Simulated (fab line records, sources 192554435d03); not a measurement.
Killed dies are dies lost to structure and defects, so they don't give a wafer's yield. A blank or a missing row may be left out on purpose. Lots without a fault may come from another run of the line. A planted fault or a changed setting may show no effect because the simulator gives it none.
Which tool did it? | flow n5_finfet | 12 lots, 36 wafers sampled, at 2 steps of a route of 1938

WHAT THE GAUGES READ, wafer by wafer
N5_BEOL_M2_INSPECT_59: inspects for defects (darkfield).
lot  | measured     | on                | raw_defect_count
L075 | day 7 12:33  | defect_inspect-02 | 94 86 74
L077 | day 7 20:49  | defect_inspect-02 | 32 42 38
L079 | day 8 11:21  | defect_inspect-02 | 110 96 94
L080 | day 9 06:29  | defect_inspect-02 | 57 55 63
L084 | day 9 11:44  | defect_inspect-02 | 57 86 75
L085 | day 9 15:36  | defect_inspect-01 | 60 68 61
L089 | day 11 03:28 | defect_inspect-01 | 85 82 80
L090 | day 11 04:00 | defect_inspect-01 | 52 36 93
L091 | day 11 11:20 | defect_inspect-02 | 77 104 91
L093 | day 11 23:58 | defect_inspect-01 | 55 69 86
L095 | day 12 12:29 | defect_inspect-02 | 71 60 59
L096 | day 13 02:54 | defect_inspect-01 | 64 47 46

WHICH TOOL RAN EACH LOT (tool, then ch and the chambers of the sampled wafers, then the start)
lot  | N5_BEOL_M2_SPUTTER_90
L075 | pvd_sputter-03, day 7 10:49
L077 | pvd_sputter-02, day 7 19:05
L079 | pvd_sputter-03, day 8 09:37
L080 | pvd_sputter-01, day 9 04:44
L084 | pvd_sputter-01, day 9 10:01
L085 | pvd_sputter-02, day 9 13:47
L089 | pvd_sputter-02, day 11 01:44
L090 | pvd_sputter-01, day 11 01:57
L091 | pvd_sputter-01, day 11 09:35
L093 | pvd_sputter-02, day 11 21:56
L095 | pvd_sputter-02, day 12 10:41
L096 | pvd_sputter-02, day 13 01:10
- N5_BEOL_M2_SPUTTER_90: material Cu, target thk 4.5 nm, time 8.29 s.

THE ANSWER, worked out from the rows above alone
Rule: what is usual is taken from the lots themselves. Put in order of their means at a reading, lots are off if they are a third of the lots or fewer, leave a main group of 4 or more, and stand apart from it by a gap of 3 or more times the standard deviation of the main group's means; of several such gaps the widest counts. A main group whose means are all the same, to the digits that the tables above print for the reading, isn't used. A lot without any number at a reading at which 4 lots or more have one is off too. The other lots that the step has rows for count as sound.
No lot is off at any reading shown: from this, nothing can be told.

WHAT THE SIMULATOR HAD PUT IN
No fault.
